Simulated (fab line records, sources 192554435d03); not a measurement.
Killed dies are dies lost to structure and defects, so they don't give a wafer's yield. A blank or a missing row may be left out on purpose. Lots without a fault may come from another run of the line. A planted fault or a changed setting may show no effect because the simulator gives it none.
fab line records | flow n5_finfet
record lots=5 wafers=15 last_day=14
route steps=1938 shown FIN_CUT@154
lots that met no fault: from a run of the same line without faults
start_h: hours from the record's first day to the start of the lot's first wafer shown | wait_h: hours since the lot's step before | " the same as in the row above | L1.1+2: a row that stands for several wafers | - no value, or no start given | * or withheld: withheld | < > ~ a bound
route shown NAME@n: a module of which the file shows steps, and the number in the route of the first | usual: mean/standard deviation of fault-free wafers | same: alike in all rows | chamber/n: place in a boat | sites: the reading at each site | _std_site: their standard deviation | _edge_site: outer sites' mean less inner sites' | radius_mm: how far each site lies from the wafer's centre | mask NAME#n: copy n | behind: the tool/chamber that last shaped the wafer | hold: why the lot was held/for how many hours/how that ended | device: the transistor (n, p or np) that didn't switch | end of line: the same wafers' tests at the end of the route | a step without rows: its recipe alone | killed: dies lost to structure and defects at the first sort, not the wafer's yield | map: a wafer's dies, x killed, . not, _ none there
set.NAME: the setting as run; set.NAME@STEP: as run at that earlier step | model.NAME: the simulator's own value behind a step, which no gauge read
lots at some steps of the route; a table a step, a row a wafer
services: from which hour (start_h, from the record's first day; less than 0 if before it) a tool's chamber was out of use, for how many hours, and why
## steps
# step N5_FIN_CUT_COAT_18
# recipe resist=SOC temp_c=250 time_s=60 spin_rpm=1500 resist_thk_nm=230
# usual exhaust_pa=45.1/0.92 resist_line_temp_C=23.00/0.11
# same time_s=60
# columns lot.wafer tool chamber start_h wait_h exhaust_pa resist_line_temp_C
L075.2 litho_track-01 0 35.06 0.0 45.3 22.98
L075.3 " 0 " " 45.4 23.09
L075.5 " 0 " " 45.4 23.18
L081.1 litho_track-03 0 68.47 0.0 43.7 22.83
L081.5 " 0 " " 46.0 22.96
L081.6 " 0 " " 44.9 22.98
L084.3 litho_track-03 0 89.27 0.0 45.2 22.75
L084.5 " 0 " " 46.8 22.98
L084.6 " 0 " " 46.8 22.86
L085.1 litho_track-04 0 92.90 0.0 44.7 23.06
L085.2 " 0 " " 44.7 23.12
L085.6 " 0 " " 44.9 22.85
L087.1 litho_track-01 0 106.45 0.0 44.3 23.02
L087.3 " 0 " " 44.5 22.97
L087.6 " 0 " " 43.8 23.12
# step N5_FIN_CUT_COAT_19
# recipe resist=SiARC temp_c=220 time_s=60 spin_rpm=1500 resist_thk_nm=20
# usual exhaust_pa=44.9/0.86 resist_line_temp_C=23.01/0.098
# same time_s=60
# columns lot.wafer tool chamber start_h wait_h exhaust_pa resist_line_temp_C
L075.2 litho_track-01 0 - - 45.1 23.21
L075.3 " 0 " " 44.7 23.16
L075.5 " 0 " " 43.7 23.04
L081.1 litho_track-03 0 - - 45.6 23.15
L081.5 " 0 " " 45.1 23.17
L081.6 " 0 " " 45.5 23.07
L084.3 litho_track-03 0 - - 45.0 23.00
L084.5 " 0 " " 45.2 22.81
L084.6 " 0 " " 45.0 22.92
L085.1 litho_track-04 0 - - 44.7 22.95
L085.2 " 0 " " 44.5 23.00
L085.6 " 0 " " 43.4 22.95
L087.1 litho_track-01 0 - - 45.4 23.03
L087.3 " 0 " " 44.9 22.98
L087.6 " 0 " " 45.4 23.02
# step N5_FIN_CUT_COAT_29
# recipe resist=underlayer temp_c=205 time_s=60 spin_rpm=1500 resist_thk_nm=10
# usual exhaust_pa=44.9/0.82 resist_line_temp_C=23.01/0.11
# same time_s=60
# columns lot.wafer tool chamber start_h wait_h exhaust_pa resist_line_temp_C
L075.2 litho_track-01 0 - - 45.1 23.09
L075.3 " 0 " " 45.4 22.91
L075.5 " 0 " " 45.2 23.14
L081.1 litho_track-03 0 - - 45.8 22.96
L081.5 " 0 " " 44.5 23.10
L081.6 " 0 " " 44.0 23.11
L084.3 litho_track-03 0 - - 46.4 23.11
L084.5 " 0 " " 45.3 23.11
L084.6 " 0 " " 44.9 23.10
L085.1 litho_track-04 0 - - 44.5 23.10
L085.2 " 0 " " 44.6 23.14
L085.6 " 0 " " 45.2 23.05
L087.1 litho_track-01 0 - - 44.6 22.84
L087.3 " 0 " " 45.9 22.93
L087.6 " 0 " " 45.5 22.97
# step N5_FIN_CUT_COAT_02
# recipe resist=CAR-EUV spin_rpm=1500 resist_thk_nm=30
# usual exhaust_pa=45.1/0.9 resist_line_temp_C=23.00/0.096
# columns lot.wafer tool chamber start_h wait_h exhaust_pa resist_line_temp_C
L075.2 litho_track-01 0 - - 47.6 22.98
L075.3 " 0 " " 46.4 22.90
L075.5 " 0 " " 46.3 23.02
L081.1 litho_track-03 0 - - 46.5 22.93
L081.5 " 0 " " 46.7 22.88
L081.6 " 0 " " 45.9 22.88
L084.3 litho_track-03 0 - - 43.8 23.08
L084.5 " 0 " " 44.3 22.91
L084.6 " 0 " " 45.8 23.13
L085.1 litho_track-04 0 - - 46.2 22.89
L085.2 " 0 " " 46.0 23.01
L085.6 " 0 " " 45.7 22.91
L087.1 litho_track-01 0 - - 45.0 23.03
L087.3 " 0 " " 43.8 22.85
L087.6 " 0 " " 44.8 23.11
# step N5_FIN_CUT_EBR_04
# recipe solvent=PGMEA ebr_width_mm=1.5
# usual exhaust_pa=45.0/0.79 resist_line_temp_C=22.99/0.11
# columns lot.wafer tool chamber start_h wait_h exhaust_pa resist_line_temp_C
L075.2 litho_track-01 0 - - 45.3 22.88
L075.3 " 0 " " 44.8 22.84
L075.5 " 0 " " 46.4 22.93
L081.1 litho_track-03 0 - - 45.9 23.03
L081.5 " 0 " " 45.4 22.92
L081.6 " 0 " " 45.5 22.99
L084.3 litho_track-03 0 - - 43.3 23.09
L084.5 " 0 " " 44.8 23.00
L084.6 " 0 " " 45.7 22.95
L085.1 litho_track-04 0 - - 44.4 23.00
L085.2 " 0 " " 45.2 22.91
L085.6 " 0 " " 45.5 23.05
L087.1 litho_track-01 0 - - 44.4 23.06
L087.3 " 0 " " 43.1 23.00
L087.6 " 0 " " 45.2 23.07
# step N5_FIN_CUT_SOFTBAKE_03
# recipe temp_c=110 time_s=60 resist=CAR-EUV
# usual exhaust_pa=45.0/0.85 resist_line_temp_C=22.99/0.12
# same time_s=60
# columns lot.wafer tool chamber start_h wait_h exhaust_pa resist_line_temp_C
L075.2 litho_track-01 0 - - 47.3 22.85
L075.3 " 0 " " 46.4 23.00
L075.5 " 0 " " 45.9 22.99
L081.1 litho_track-03 0 - - 45.4 22.82
L081.5 " 0 " " 45.1 22.89
L081.6 " 0 " " 45.6 23.09
L084.3 litho_track-03 0 - - 44.3 23.01
L084.5 " 0 " " 44.4 22.85
L084.6 " 0 " " 45.1 22.93
L085.1 litho_track-04 0 - - 47.1 23.12
L085.2 " 0 " " 46.8 23.02
L085.6 " 0 " " 45.5 23.08
L087.1 litho_track-01 0 - - 44.8 23.01
L087.3 " 0 " " 43.3 22.95
L087.6 " 0 " " 44.2 23.10
# step N5_FIN_CUT_EXPOSE_05
# recipe mask_id=FIN_CUT na=0.33 source_shape=annular sigma_inner=0.35 sigma_outer=0.8 polarization=unpolarized dose_mj=45.75
# columns lot.wafer tool chamber start_h wait_h mask
L075.2+3+5 euv_scanner-02 0 35.33 - FIN_CUT#0
L081.1+5+6 euv_scanner-02 0 68.61 - FIN_CUT#0
L084.3+5+6 euv_scanner-01 0 89.55 - FIN_CUT#0
L085.1+2+6 euv_scanner-01 0 93.03 - FIN_CUT#0
L087.1+3+6 euv_scanner-01 0 106.71 - FIN_CUT#0
# step N5_FIN_CUT_PEB_06
# recipe peb_temp_c=100 peb_time_s=60 resist=CAR-EUV
# usual exhaust_pa=45.2/0.92 resist_line_temp_C=23.00/0.11
# columns lot.wafer tool chamber start_h wait_h exhaust_pa resist_line_temp_C
L075.2 litho_track-03 0 35.39 0.1 43.9 23.00
L075.3 " 0 " " 44.4 23.12
L075.5 " 0 " " 44.7 22.96
L081.1 litho_track-03 0 68.68 0.1 43.8 23.06
L081.5 " 0 " " 44.3 23.00
L081.6 " 0 " " 44.5 22.95
L084.3 litho_track-04 0 89.60 0.0 44.2 22.94
L084.5 " 0 " " 44.4 23.00
L084.6 " 0 " " 44.5 23.10
L085.1 litho_track-04 0 93.10 0.1 44.1 23.19
L085.2 " 0 " " 43.6 22.90
L085.6 " 0 " " 45.5 22.99
L087.1 litho_track-04 0 106.78 0.1 46.1 23.01
L087.3 " 0 " " 45.5 22.97
L087.6 " 0 " " 43.6 23.22
# step N5_FIN_CUT_DEVELOP_07
# recipe develop_time_s=30 developer=TMAH resist=CAR-EUV rinse_liquid=surfactant_rinse dry=air_spin dev_temp_c=23
# usual developer_temp_C=23.04/0.091 exhaust_pa=44.9/0.92 resist_line_temp_C=23.01/0.11
# columns lot.wafer tool chamber start_h wait_h developer_temp_C exhaust_pa resist_line_temp_C
L075.2 litho_track-03 0 - - 22.97 45.6 23.09
L075.3 " 0 " " 22.95 45.8 22.88
L075.5 " 0 " " 23.08 45.7 22.99
L081.1 litho_track-03 0 - - 22.97 44.5 23.17
L081.5 " 0 " " 23.03 45.5 23.25
L081.6 " 0 " " 22.97 45.6 23.12
L084.3 litho_track-04 0 - - 22.84 44.1 22.85
L084.5 " 0 " " 22.95 43.8 22.84
L084.6 " 0 " " 23.06 44.9 22.99
L085.1 litho_track-04 0 - - 23.00 43.7 23.08
L085.2 " 0 " " 23.07 44.1 23.09
L085.6 " 0 " " 22.86 44.5 23.08
L087.1 litho_track-04 0 - - 23.16 45.2 22.98
L087.3 " 0 " " 23.19 45.6 23.01
L087.6 " 0 " " 22.99 44.7 22.94
# step N5_FIN_CUT_CD_MEAS_08
# recipe target_cd_nm=29.1 landing_energy_ev=500 detector=se_inlens polarity=opening
# usual cd_nm=29.09/0.22
# same landing_energy_ev=500
# columns lot.wafer tool chamber start_h wait_h cd_nm
L075.2 cd_sem-02 0 35.46 - 28.82
L075.3 " 0 " " 29.18
L075.5 " 0 " " 29.30
L081.1 cd_sem-01 0 68.74 - 29.28
L081.5 " 0 " " 29.16
L081.6 " 0 " " 29.00
L084.3 cd_sem-03 0 89.67 - 29.00
L084.5 " 0 " " 28.80
L084.6 " 0 " " 28.62
L085.1 cd_sem-01 0 93.17 - 29.06
L085.2 " 0 " " 29.21
L085.6 " 0 " " 29.10
L087.1 cd_sem-02 0 106.84 - 28.71
L087.3 " 0 " " 28.53
L087.6 " 0 " " 29.13
# step N5_FIN_CUT_OVL_MEAS_09
# recipe points_per_wafer=522
# usual FIN_CUT_OVL=-0.3/0.65
# columns lot.wafer tool chamber start_h wait_h FIN_CUT_OVL[nm]
L075.2 overlay-02 0 35.49 0.0 -0.2
L075.3 " 0 " " -0.5
L075.5 " 0 " " 0.3
L081.1 overlay-01 0 68.77 0.0 0.3
L081.5 " 0 " " -0.7
L081.6 " 0 " " -0.1
L084.3 overlay-02 0 89.71 0.0 -0.5
L084.5 " 0 " " 0.1
L084.6 " 0 " " -1.2
L085.1 overlay-01 0 93.20 0.0 -0.4
L085.2 " 0 " " -0.8
L085.6 " 0 " " -0.4
L087.1 overlay-01 0 106.87 0.0 0.1
L087.3 " 0 " " 0.7
L087.6 " 0 " " -0.2
# step N5_FIN_CUT_INSPECT_10
# recipe mode=adi inspect_instrument=brightfield
# usual raw_defect_count=46/14
# columns lot.wafer tool chamber start_h wait_h raw_defect_count
L075.2 defect_inspect-01 - 35.54 0.0 44
L075.3 " - " " 26
L075.5 " - " " 47
L081.1 defect_inspect-01 - 68.83 0.1 41
L081.5 " - " " 46
L081.6 " - " " 45
L084.3 defect_inspect-01 - 89.76 0.0 57
L084.5 " - " " 71
L084.6 " - " " 27
L085.1 defect_inspect-01 - 93.26 0.1 66
L085.2 " - " " 50
L085.6 " - " " 81
L087.1 defect_inspect-02 - 106.93 0.1 54
L087.3 " - " " 31
L087.6 " - " " 36
# step N5_FIN_CUT_DESCUM_13
# recipe chemistry=O2 time_s=7 source_power_w=50 bias_power_w=20 pressure_mtorr=20 rf_frequency_hz=2.712e+07 temp_c=40 resist=CAR-EUV o2_flow_sccm=225
# usual drypump_motor_current_A=5.9/0.5 oes_product_au=0.78/0.082 rf_vpp_V=243.8/1.3 showerhead_plenum_p_Torr=2.14/0.064 throttle_valve_pct=20.38/0.17
# same time_s=7
# columns lot.wafer tool chamber start_h wait_h drypump_motor_current_A oes_product_au rf_hours_counter_h rf_vpp_V showerhead_plenum_p_Torr throttle_valve_pct
L075.2 rie_diel-01 2 35.95 0.4 5.7 0.76 149 244.7 2.18 20.07
L075.3 " 1 " " 5.9 0.99 3 244.7 2.26 20.32
L075.5 " 2 " " 5.7 0.76 - 244.7 2.18 20.04
L081.1 rie_diel-03 1 68.87 0.0 6.1 0.78 133 243.5 2.17 20.33
L081.5 " 3 " " 5.9 0.74 - 245.3 2.19 20.61
L081.6 " 0 " " 6.7 0.80 - 242.7 2.12 20.46
L084.3 rie_diel-03 0 89.81 0.1 6.8 0.80 90 243.9 2.12 20.46
L084.5 " 1 " " 6.0 0.78 - 244.5 2.17 20.35
L084.6 " 2 " " 4.9 0.68 - 242.7 2.04 20.50
L085.1 rie_diel-01 3 93.29 0.0 6.3 0.76 157 242.4 2.11 20.43
L085.2 " 2 " " 5.7 0.73 166 244.8 2.18 20.09
L085.6 " 2 " " 5.7 0.74 - 243.5 2.18 20.06
L087.1 rie_diel-01 0 106.97 0.0 5.8 1.00 1 243.5 2.12 20.20
L087.3 " 3 " " 6.3 0.77 162 242.1 2.10 20.43
L087.6 " 3 " " 6.3 0.76 - 243.1 2.10 20.43
# step N5_FIN_CUT_ETCH_30
# recipe chemistry=N2/H2 target=underlayer target_depth_a=130 mask_material=CAR-EUV time_s=10.4 ion_energy_ev=200 pressure_mtorr=30 source_w=840 bias_w=150 n2_flow_sccm=200 h2_flow_sccm=200 ends=cleared
# usual drypump_motor_current_A=5.9/0.5 etch_rf_on_time_s=10.45/0.28 oes_product_au=0.66/0.072 rf_vpp_V=525.3/2.1 showerhead_plenum_p_Torr=2.60/0.07 throttle_valve_pct=17.81/0.19
# columns lot.wafer tool chamber start_h wait_h drypump_motor_current_A etch_rf_on_time_s oes_product_au rf_hours_counter_h rf_vpp_V showerhead_plenum_p_Torr throttle_valve_pct
L075.2 rie_diel-01 2 35.98 0.0 5.7 10.64 0.64 149 526.0 2.66 17.54
L075.3 " 1 " " 5.9 10.26 0.83 3 527.5 2.70 17.51
L075.5 " 2 " " 5.7 10.56 0.64 - 528.2 2.66 17.56
L081.1 rie_diel-03 1 68.90 0.0 6.0 10.43 0.65 133 525.0 2.66 17.85
L081.5 " 3 " " 5.9 10.30 0.63 - 524.6 2.66 18.03
L081.6 " 0 " " 6.7 10.50 0.68 - 524.6 2.58 17.95
L084.3 rie_diel-03 0 89.85 0.0 6.8 10.79 0.67 90 525.4 2.57 17.97
L084.5 " 1 " " 6.1 10.94 0.63 - 526.3 2.66 17.84
L084.6 " 2 " " 4.9 11.07 0.57 - 522.9 2.50 17.99
L085.1 rie_diel-01 3 93.33 0.0 6.4 10.44 0.65 157 523.1 2.53 17.78
L085.2 " 2 " " 5.7 10.67 0.63 166 525.6 2.65 17.56
L085.6 " 2 " " 5.7 10.69 0.63 - 528.1 2.65 17.55
L087.1 rie_diel-01 0 107.00 0.0 5.8 9.86 0.87 1 525.0 2.59 17.72
L087.3 " 3 " " 6.3 10.46 0.64 162 522.1 2.53 17.79
L087.6 " 3 " " 6.3 10.36 0.65 - 523.2 2.53 17.79
# step N5_FIN_CUT_ETCH_20
# recipe chemistry=CF4 target=SiARC target_depth_a=260 mask_material=CAR-EUV time_s=43.3 ion_energy_ev=80 pressure_mtorr=40 source_w=545 bias_w=36 Ar_flow_sccm=100 cf4_flow_sccm=100 ends=cleared
# usual cf4_flow_sccm=100.0/0.31 drypump_motor_current_A=5.9/0.5 etch_rf_on_time_s=43.4/1.1 oes_product_au=0.66/0.071 rf_vpp_V=184.6/1 showerhead_plenum_p_Torr=2.19/0.056 throttle_valve_pct=15.59/0.19
# columns lot.wafer tool chamber start_h wait_h cf4_flow_sccm drypump_motor_current_A etch_rf_on_time_s oes_product_au rf_hours_counter_h rf_vpp_V showerhead_plenum_p_Torr throttle_valve_pct
L075.2 rie_diel-01 2 36.00 0.0 99.3 5.7 44.7 0.64 149 184.5 2.22 15.26
L075.3 " 1 " " 99.9 5.9 42.6 0.83 3 185.8 2.29 15.39
L075.5 " 2 " " 99.6 5.7 45.4 0.64 - 186.6 2.22 15.23
L081.1 rie_diel-03 1 68.92 0.0 100.1 6.0 43.7 0.65 133 183.9 2.25 15.73
L081.5 " 3 " " 100.3 5.9 43.1 0.64 - 185.8 2.22 15.67
L081.6 " 0 " " 100.0 6.7 43.5 0.68 - 183.4 2.18 15.58
L084.3 rie_diel-03 0 89.87 0.0 100.0 6.8 44.2 0.67 90 184.1 2.18 15.60
L084.5 " 1 " " 100.3 6.1 44.4 0.64 - 185.6 2.25 15.75
L084.6 " 2 " " 99.9 4.9 45.4 0.57 - 184.1 2.12 15.88
L085.1 rie_diel-01 3 93.35 0.0 99.9 6.3 42.7 0.65 157 184.5 2.15 15.63
L085.2 " 2 " " 100.0 5.7 43.9 0.63 166 184.3 2.21 15.26
L085.6 " 2 " " 100.0 5.7 43.7 0.64 - 184.3 2.21 15.29
L087.1 rie_diel-01 0 107.02 0.0 100.4 5.8 41.3 0.85 1 184.0 2.20 15.54
L087.3 " 3 " " 100.2 6.3 43.1 0.65 162 183.7 2.15 15.63
L087.6 " 3 " " 100.0 6.2 42.8 0.64 - 183.8 2.15 15.64
# step N5_FIN_CUT_ETCH_21
# recipe chemistry=N2/H2 target=SOC target_depth_a=2190 overetch_a=438 mask_material=SiARC temp_c=40 ion_energy_ev=100 bias_w=61 time_s=523.5 pressure_mtorr=30 source_w=850 n2_flow_sccm=200 h2_flow_sccm=200
# usual drypump_motor_current_A=5.9/0.5 oes_product_au=0.72/0.069 rf_vpp_V=241.4/1.2 showerhead_plenum_p_Torr=2.60/0.07 throttle_valve_pct=17.76/0.19
# same time_s=523.5
# columns lot.wafer tool chamber start_h wait_h drypump_motor_current_A oes_product_au rf_hours_counter_h rf_vpp_V showerhead_plenum_p_Torr throttle_valve_pct
L075.2 rie_diel-01 2 36.04 0.0 5.7 0.69 149 242.8 2.66 17.49
L075.3 " 1 " " 5.9 0.88 3 242.5 2.70 17.46
L075.5 " 2 " " 5.7 0.70 - 240.4 2.66 17.51
L081.1 rie_diel-03 1 68.96 0.0 6.1 0.70 133 242.4 2.66 17.79
L081.5 " 3 " " 5.9 0.69 - 241.8 2.66 17.97
L081.6 " 0 " " 6.7 0.73 - 241.1 2.58 17.92
L084.3 rie_diel-03 0 89.91 0.0 6.8 0.74 90 241.1 2.57 17.93
L084.5 " 1 " " 6.1 0.70 - 241.0 2.66 17.82
L084.6 " 2 " " 4.9 0.64 - 240.9 2.50 17.93
L085.1 rie_diel-01 3 93.38 0.0 6.3 0.70 157 242.3 2.53 17.75
L085.2 " 2 " " 5.7 0.68 167 241.9 2.65 17.52
L085.6 " 2 " " 5.7 0.68 - 242.6 2.65 17.50
L087.1 rie_diel-01 0 107.06 0.0 5.8 0.90 1 242.0 2.59 17.66
L087.3 " 3 " " 6.3 0.69 162 241.6 2.53 17.73
L087.6 " 3 " " 6.3 0.69 - 239.3 2.53 17.76
# step N5_FIN_CUT_STRIP_23
# recipe chemistry=N2/H2 temp_c=40 n2_flow_sccm=200 h2_flow_sccm=200 rf_frequency_hz=6e+07
# columns lot.wafer tool chamber start_h wait_h
L075.2+3+5 rie_diel-01 2,1,2 36.35 0.2
L081.1+5+6 rie_diel-03 1,3,0 69.26 0.2
L084.3+5+6 rie_diel-03 0,1,2 90.21 0.2
L085.1+2+6 rie_diel-01 3,2,2 93.69 0.2
L087.1+3+6 rie_diel-01 0,3,3 107.36 0.2
# step N5_FIN_CUT_STRIP_31
# recipe chemistry=N2/H2 temp_c=40 n2_flow_sccm=200 h2_flow_sccm=200 rf_frequency_hz=6e+07
# columns lot.wafer tool chamber start_h wait_h
L075.2+3+5 rie_diel-01 2,1,2 36.36 0.0
L081.1+5+6 rie_diel-03 1,3,0 69.27 0.0
L084.3+5+6 rie_diel-03 0,1,2 90.22 0.0
L085.1+2+6 rie_diel-01 3,2,2 93.70 0.0
L087.1+3+6 rie_diel-01 0,3,3 107.37 0.0
# step N5_FIN_CUT_STRIP_24
# recipe chemistry=CF4 resist=SiARC power_w=300 bias_power_w=75 pressure_mtorr=50 cf4_flow_sccm=150 rf_frequency_hz=6e+07
# usual cf4_flow_sccm=150.0/0.49 drypump_motor_current_A=5.9/0.5 oes_product_au=0.77/0.075 rf_vpp_V=271.9/1.3 showerhead_plenum_p_Torr=1.83/0.047 throttle_valve_pct=13.57/0.19
# columns lot.wafer tool chamber start_h wait_h cf4_flow_sccm drypump_motor_current_A oes_product_au rf_hours_counter_h rf_vpp_V showerhead_plenum_p_Torr throttle_valve_pct
L075.2 rie_diel-01 2 36.37 0.0 150.2 5.7 0.75 149 272.7 1.85 13.21
L075.3 " 1 " " 149.7 5.9 0.95 3 274.3 1.92 13.31
L075.5 " 2 " " 150.1 5.7 0.75 - 273.2 1.85 13.25
L081.1 rie_diel-03 1 69.28 0.0 150.6 6.0 0.76 133 271.6 1.88 13.68
L081.5 " 3 " " 149.9 5.9 0.74 - 273.8 1.86 13.67
L081.6 " 0 " " 149.4 6.7 0.80 - 272.0 1.82 13.51
L084.3 rie_diel-03 0 90.23 0.0 150.8 6.7 0.79 90 270.2 1.82 13.50
L084.5 " 1 " " 149.8 6.0 0.75 - 272.7 1.88 13.69
L084.6 " 2 " " 150.1 4.9 0.69 - 271.0 1.77 13.87
L085.1 rie_diel-01 3 93.71 0.0 149.2 6.4 0.75 157 271.1 1.81 13.66
L085.2 " 2 " " 150.6 5.7 0.74 167 272.2 1.85 13.28
L085.6 " 2 " " 150.4 5.7 0.74 - 272.7 1.85 13.26
L087.1 rie_diel-01 0 107.38 0.0 150.6 5.8 0.96 1 271.4 1.85 13.48
L087.3 " 3 " " 149.7 6.3 0.74 162 271.1 1.81 13.68
L087.6 " 3 " " 149.3 6.3 0.75 - 270.6 1.81 13.66
# step N5_FIN_CUT_CUT_ETCH_26
# recipe chemistry=CH3F/O2 target=SiNx target_depth_a=390 mask_material=SOC time_s=55.7 pressure_mtorr=30 source_w=395 bias_w=73 Ar_flow_sccm=150 CH3F_flow_sccm=30 O2_flow_sccm=20 ion_energy_ev=120
# usual drypump_motor_current_A=5.9/0.5 oes_product_au=0.78/0.082 rf_vpp_V=299/7.3 showerhead_plenum_p_Torr=2.04/0.055 throttle_valve_pct=16.33/0.18
# same time_s=55.7
# columns lot.wafer tool chamber start_h wait_h drypump_motor_current_A oes_product_au rf_hours_counter_h rf_vpp_V showerhead_plenum_p_Torr throttle_valve_pct
L075.2 rie_diel-01 2 36.39 0.0 5.7 0.76 149 313 2.08 16.02
L075.3 " 1 " " 5.9 0.98 3 306 2.14 16.11
L075.5 " 2 " " 5.7 0.75 - 314 2.08 16.03
L081.1 rie_diel-03 1 69.30 0.0 6.0 0.77 133 295 2.11 16.49
L081.5 " 3 " " 5.9 0.74 - 306 2.07 16.41
L081.6 " 0 " " 6.7 0.79 - 292 2.04 16.37
L084.3 rie_diel-03 0 90.25 0.0 6.7 0.79 90 293 2.04 16.42
L084.5 " 1 " " 6.0 0.76 - 294 2.11 16.49
L084.6 " 2 " " 4.9 0.68 - 293 1.98 16.63
L085.1 rie_diel-01 3 93.73 0.0 6.3 0.76 157 299 2.00 16.31
L085.2 " 2 " " 5.7 0.74 167 312 2.08 16.05
L085.6 " 2 " " 5.7 0.75 - 313 2.08 16.06
L087.1 rie_diel-01 0 107.40 0.0 5.8 0.99 1 299 2.04 16.23
L087.3 " 3 " " 6.2 0.76 162 299 1.99 16.31
L087.6 " 3 " " 6.3 0.76 - 298 1.99 16.30
# step N5_FIN_CUT_CUT_ETCH_27
# recipe chemistry=CHF3/O2 target=SiO2 target_depth_a=40 mask_material=SOC overetch_a=20 time_s=4.9 pressure_mtorr=30 source_w=650 bias_w=170 Ar_flow_sccm=200 CHF3_flow_sccm=50 O2_flow_sccm=5 ion_energy_ev=200
# usual drypump_motor_current_A=5.9/0.5 oes_product_au=0.62/0.059 rf_vpp_V=527/13 showerhead_plenum_p_Torr=2.46/0.064 throttle_valve_pct=18.79/0.18
# same time_s=4.9
# columns lot.wafer tool chamber start_h wait_h drypump_motor_current_A oes_product_au rf_hours_counter_h rf_vpp_V showerhead_plenum_p_Torr throttle_valve_pct
L075.2 rie_diel-01 2 36.43 0.0 5.7 0.60 149 552 2.51 18.44
L075.3 " 1 " " 5.9 0.75 3 538 2.57 18.60
L075.5 " 2 " " 5.7 0.59 - 551 2.51 18.46
L081.1 rie_diel-03 1 69.35 0.0 6.1 0.61 133 518 2.54 18.96
L081.5 " 3 " " 5.9 0.59 - 540 2.49 18.87
L081.6 " 0 " " 6.7 0.64 - 514 2.45 18.86
L084.3 rie_diel-03 0 90.29 0.0 6.7 0.63 90 512 2.45 18.88
L084.5 " 1 " " 6.1 0.60 - 520 2.53 18.98
L084.6 " 2 " " 4.9 0.55 - 518 2.38 19.06
L085.1 rie_diel-01 3 93.77 0.0 6.4 0.60 157 525 2.40 18.74
L085.2 " 2 " " 5.7 0.59 167 550 2.50 18.49
L085.6 " 2 " " 5.7 0.59 - 552 2.50 18.47
L087.1 rie_diel-01 0 107.45 0.0 5.8 0.77 1 524 2.46 18.76
L087.3 " 3 " " 6.4 0.60 162 525 2.40 18.72
L087.6 " 3 " " 6.3 0.60 - 524 2.40 18.75
# step N5_FIN_CUT_PRECLEAN_35
# recipe time_s=13.3 temp_c=45 pressure_torr=125 p_hf_torr=3 p_coreactant_torr=25 chemistry=vHF
# usual drypump_motor_current_A=5.92/0.14
# same time_s=13.3
# columns lot.wafer tool chamber start_h wait_h drypump_motor_current_A
L075.2 vapor_etch-02 0 36.50 0.0 5.71
L075.3 " 1 " " 5.97
L075.5 " 1 " " 5.96
L081.1 vapor_etch-02 1 69.42 0.0 5.94
L081.5 " 1 " " 5.97
L081.6 " 0 " " 5.73
L084.3 vapor_etch-02 0 90.38 0.1 5.78
L084.5 " 0 " " 5.76
L084.6 " 1 " " 5.96
L085.1 vapor_etch-01 1 93.84 0.0 6.14
L085.2 " 0 " " 5.97
L085.6 " 0 " " 5.91
L087.1 vapor_etch-02 1 107.52 0.0 5.99
L087.3 " 0 " " 5.74
L087.6 " 0 " " 5.72
# step N5_FIN_CUT_CUT_ETCH_15
# recipe chemistry=HBr/Cl2/O2 target=Si target_depth_a=1000 bt_time_s=10 mask_material=SOC time_s=42.4 ion_energy_ev=* bias_w=* pressure_mtorr=10 icp_w=800 HBr_flow_sccm=150 Cl2_flow_sccm=80 O2_flow_sccm=12
# usual drypump_motor_current_A=5.6/0.44 oes_product_au=1.004/0.014 throttle_valve_pct=37.2/0.37
# same time_s=42.4
# columns lot.wafer tool chamber start_h wait_h drypump_motor_current_A oes_product_au rf_hours_counter_h throttle_valve_pct
L075.2 rie_si-04 0 36.58 0.1 6.4 1.011 95 37.8
L075.3 " 1 " " 5.6 0.988 191 36.8
L075.5 " 2 " " 5.6 0.995 - 37.1
L081.1 rie_si-05 2 69.50 0.1 5.3 1.011 98 37.3
L081.5 " 0 " " 5.0 0.993 - 37.1
L081.6 " 1 " " 5.4 0.987 - 37.6
L084.3 rie_si-04 1 90.44 0.0 5.5 0.986 192 36.7
L084.5 " 0 " " 6.4 1.010 - 37.8
L084.6 " 3 " " 5.9 1.021 - 37.1
L085.1 rie_si-05 2 93.92 0.1 5.3 1.008 99 37.2
L085.2 " 1 " " 5.4 0.985 148 37.5
L085.6 " 2 " " 5.2 1.008 - 37.2
L087.1 rie_si-02 3 107.60 0.1 6.4 0.998 179 36.6
L087.3 " 2 " " 5.4 1.020 165 37.6
L087.6 " 2 " " 5.4 1.013 - 37.6
# step N5_FIN_CUT_CUT_ETCH_28
# recipe chemistry=HBr/Cl2/O2 target=Si target_depth_a=60 mask_material=SOC time_s=2.4 ion_energy_ev=* bias_w=* pressure_mtorr=10 icp_w=800 HBr_flow_sccm=150 Cl2_flow_sccm=80 O2_flow_sccm=12
# usual drypump_motor_current_A=5.6/0.44 oes_product_au=1.004/0.014 throttle_valve_pct=37.2/0.37
# same time_s=2.4
# columns lot.wafer tool chamber start_h wait_h drypump_motor_current_A oes_product_au rf_hours_counter_h throttle_valve_pct
L075.2 rie_si-04 0 36.63 0.0 6.4 1.011 96 37.8
L075.3 " 1 " " 5.5 1.001 191 36.7
L075.5 " 2 " " 5.6 1.000 - 37.1
L081.1 rie_si-05 2 69.55 0.0 5.3 1.015 98 37.3
L081.5 " 0 " " 5.0 0.987 - 37.1
L081.6 " 1 " " 5.4 0.984 - 37.6
L084.3 rie_si-04 1 90.50 0.0 5.5 0.994 192 36.7
L084.5 " 0 " " 6.4 1.011 - 37.8
L084.6 " 3 " " 6.0 1.024 - 37.1
L085.1 rie_si-05 2 93.98 0.0 5.3 1.009 99 37.3
L085.2 " 1 " " 5.4 0.985 148 37.6
L085.6 " 2 " " 5.3 1.011 - 37.3
L087.1 rie_si-02 3 107.65 0.0 6.4 0.997 179 36.6
L087.3 " 2 " " 5.4 1.021 165 37.6
L087.6 " 2 " " 5.4 1.025 - 37.6
## services
# columns tool chamber start_h hours kind
rie_diel-01 1 11.47 - clean
rie_diel-01 1 11.47 - consumable_replace:focus_ring
rie_diel-01 1 11.47 - consumable_replace:showerhead
rie_diel-01 1 11.47 13.3 scheduled_down
rie_diel-01 1 11.47 13.3 vent_cycle
rie_diel-03 1 18.57 4.2 repair
euv_scanner-02 0 21.31 - calibration
euv_scanner-01 - 36.43 4.6 pm
rie_si-02 - 48.12 0.4 repair
euv_scanner-01 - 50.38 17.3 pm
euv_scanner-01 - 67.68 1.0 pm
euv_scanner-02 - 68.74 1.0 pm
euv_scanner-01 - 70.00 18.3 repair
rie_si-05 - 70.65 2.8 pm
rie_si-02 0 71.12 14.7 repair
rie_si-04 - 83.20 0.1 repair
rie_diel-01 0 83.87 - clean
rie_diel-01 0 83.87 - consumable_replace:focus_ring
rie_diel-01 0 83.87 18.3 scheduled_down
rie_diel-01 0 83.87 18.3 vent_cycle
rie_diel-03 1 85.69 1.9 repair
rie_si-05 2 94.66 5.2 repair
rie_diel-01 - 94.95 0.5 repair
## key
fault none
